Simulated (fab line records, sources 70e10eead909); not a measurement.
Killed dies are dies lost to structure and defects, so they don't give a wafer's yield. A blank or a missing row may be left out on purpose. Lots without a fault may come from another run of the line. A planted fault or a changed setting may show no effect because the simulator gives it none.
Which tool did it? | flow nand_harc | 15 lots, 43 wafers sampled, at 4 steps of a route of 1159

WHAT THE GAUGES READ, wafer by wafer
NHARC_A_CONTACT_OVL_MEAS_09. Usual: overlay_x_nm 0.0 nm, standard deviation 0.94; overlay_y_nm -0.1 nm, standard deviation 0.77.
lot  | measured     | on         | overlay_x_nm (nm) | overlay_y_nm (nm) | flag
L350 | day 16 21:13 | overlay-01 | -0.3 -0.7 0.1     | 1.1 1.5 1.3       |
L351 | day 17 05:29 | overlay-02 | -0.2 0.4 1.1      | -0.1 0.1 -0.2     |
L355 | day 18 10:08 | overlay-01 | -0.5 -0.9 -0.5    | 1.0 0.4 0.5       |
L354 | day 18 15:28 | overlay-01 | -1.5 -1.7 -2.2    | -1.7 -2.4 -2.0    |
L356 | day 18 20:25 | overlay-02 | 0.8 0.5 0.5       | -1.1 -0.4 -0.9    |
L357 | day 18 23:26 | overlay-01 | -0.4 -0.3 -0.3    | -0.5 -0.4 -1.0    |
L358 | day 19 08:26 | overlay-01 | -0.2 0.3 -0.8     | -0.5 -0.3 -0.5    |
L360 | day 19 11:25 | overlay-01 | -0.4 -0.3 -0.7    | -0.2 -0.5 -0.2    |
L361 | day 20 09:24 | overlay-01 | -0.6 -1.1 -0.4    | 0.0 0.5 0.3       |
L359 | day 20 10:38 | overlay-01 | 2.5 3.0 2.0       | 0.8 0.5 1.0       |
L363 | day 20 15:55 | overlay-01 | 1.2 1.2 1.2       | 0.0 0.5 0.0       |
L366 | day 20 22:10 | overlay-02 | 1.0 1.3           | -0.7 -0.4         |
L370 | day 22 03:00 | overlay-02 | 0.0 -0.4          | -0.2 0.4          |
L371 | day 22 07:46 | overlay-02 | -0.2 -0.9 -1.0    | 0.6 0.5 0.2       |
L373 | day 22 14:52 | overlay-02 | -0.6 0.0 -0.2     | -0.6 -0.7 -0.1    |

NHARC_A_CONTACT_INSPECT_10. Usual: raw_defect_count 33, standard deviation 15.
lot  | measured     | on                | raw_defect_count | flag
L350 | day 16 21:16 | defect_inspect-01 | 35 34 27         |
L351 | day 17 05:32 | defect_inspect-02 | 23 25 17         |
L355 | day 18 10:11 | defect_inspect-02 | 32 30 29         |
L354 | day 18 15:31 | defect_inspect-01 | 24 23 21         |
L356 | day 18 20:28 | defect_inspect-02 | 20 26 28         |
L357 | day 18 23:28 | defect_inspect-01 | 40 40 39         |
L358 | day 19 08:28 | defect_inspect-02 | 33 32 30         |
L360 | day 19 11:28 | defect_inspect-01 | 25 21 28         |
L361 | day 20 09:26 | defect_inspect-01 | 35 32 41         |
L359 | day 20 10:40 | defect_inspect-02 | 50 46 35         |
L363 | day 20 15:57 | defect_inspect-01 | 61 41 54         |
L366 | day 20 22:13 | defect_inspect-02 | 39 30            |
L370 | day 22 03:02 | defect_inspect-01 | 14 30            |
L371 | day 22 07:49 | defect_inspect-01 | 70 49 62         |
L373 | day 22 14:55 | defect_inspect-01 | 14 14 13         |

WHICH TOOL RAN EACH LOT (tool, then ch and the chambers of the sampled wafers, then the start)
lot  | NHARC_A_CONTACT_ETCH_127             | NHARC_A_CONTACT_SOFTBAKE_03
L350 | har_cap_etch-03 ch 0,1, day 16 15:22 | litho_track-01 ch 0, day 16 20:00
L351 | har_cap_etch-01 ch 1, day 17 00:16   | litho_track-01 ch 0, day 17 04:00
L355 | har_cap_etch-02 ch 0,1, day 18 01:58 | litho_track-06 ch 0, day 18 09:00
L354 | har_cap_etch-03 ch 1, day 18 10:49   | litho_track-04 ch 0, day 18 15:00
L356 | har_cap_etch-03 ch 0,1, day 18 15:50 | litho_track-06 ch 0, day 18 20:00
L357 | har_cap_etch-01 ch 0, day 18 17:59   | litho_track-01 ch 0, day 18 22:00
L358 | har_cap_etch-02 ch 0, day 19 03:26   | litho_track-04 ch 0, day 19 07:00
L360 | har_cap_etch-01 ch 0,1, day 19 04:13 | litho_track-04 ch 0, day 19 10:00
L361 | har_cap_etch-01 ch 0,1, day 20 01:29 | litho_track-01 ch 0, day 20 08:00
L359 | har_cap_etch-02 ch 0,1, day 20 01:53 | litho_track-06 ch 0, day 20 10:00
L363 | har_cap_etch-03 ch 0,1, day 20 07:04 | litho_track-04 ch 0, day 20 15:00
L366 | har_cap_etch-02 ch 0,1, day 20 16:20 | litho_track-04 ch 0, day 20 21:00
L370 | har_cap_etch-03 ch 0,1, day 21 22:29 | litho_track-04 ch 0, day 22 02:00
L371 | har_cap_etch-01 ch 0,1, day 22 03:10 | litho_track-04 ch 0, day 22 07:00
L373 | har_cap_etch-02 ch 1, day 22 09:08   | litho_track-01 ch 0, day 22 14:00
- NHARC_A_CONTACT_ETCH_127: etches the open film in C4F8/O2/Ar, time 155 s, target depth 956 nm.
- NHARC_A_CONTACT_SOFTBAKE_03: time 55 s.

WHAT THE TOOLS THEMSELVES READ (means of the sampled wafers that have a number; where no wafer has one, the mark that the record gives instead)
NHARC_A_CONTACT_SOFTBAKE_03. Usual: heater_power_total_W 188.45 W, standard deviation 0.14.
lot  | tool           | heater_power_total_W (W) | flag
L350 | litho_track-01 | 188.49                   |
L351 | litho_track-01 | 188.47                   |
L355 | litho_track-06 | 188.39                   |
L354 | litho_track-04 | 188.63                   |
L356 | litho_track-06 | 188.59                   |
L357 | litho_track-01 | 188.57                   |
L358 | litho_track-04 | 188.48                   |
L360 | litho_track-04 | 188.44                   |
L361 | litho_track-01 | 188.40                   |
L359 | litho_track-06 | 188.50                   |
L363 | litho_track-04 | 188.49                   |
L366 | litho_track-04 | 198.99                   | OFF
L370 | litho_track-04 | 209.40                   | OFF
L371 | litho_track-04 | 195.42                   | OFF
L373 | litho_track-01 | 188.57                   |

THE ANSWER, worked out from the rows above alone
Rule: a lot is off if the mean of its wafers that have a number lies more than 3 standard deviations from the usual mean. A lot without any number at a reading at which 4 lots or more have one is off too. The other lots that the step has rows for count as sound. The gauges are gone through in route order, then the tools' own readings, and for those a lot's mean is taken as printed above. The first step at which some lot is off is used, and at that step the reading that is off furthest; a lot without a number counts as furthest.
Off: L366, L370, L371, at NHARC_A_CONTACT_SOFTBAKE_03 (heater_power_total_W).
A tool fits if, at that step or a process step before it, it ran every lot that is off, and no sound lot after the first of them. One fits: litho_track-04 at NHARC_A_CONTACT_SOFTBAKE_03. Its last sound lot is L363 (day 20 15:00), its first lot that is off L366 (day 20 21:00): a fault that began between those two fits.
The tool's own readings at NHARC_A_CONTACT_SOFTBAKE_03 bear it out: on the lots that are off they differ by more than 5 times the standard deviation of the sound lots' means. heater_power_total_W reads 201.27 W there against 188.50 W on the sound lots.

WHAT THE SIMULATOR HAD PUT IN
Process parameter drift: litho_track-04, from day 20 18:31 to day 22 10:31, at NHARC_A_CONTACT_SOFTBAKE_03. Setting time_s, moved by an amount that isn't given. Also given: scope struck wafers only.
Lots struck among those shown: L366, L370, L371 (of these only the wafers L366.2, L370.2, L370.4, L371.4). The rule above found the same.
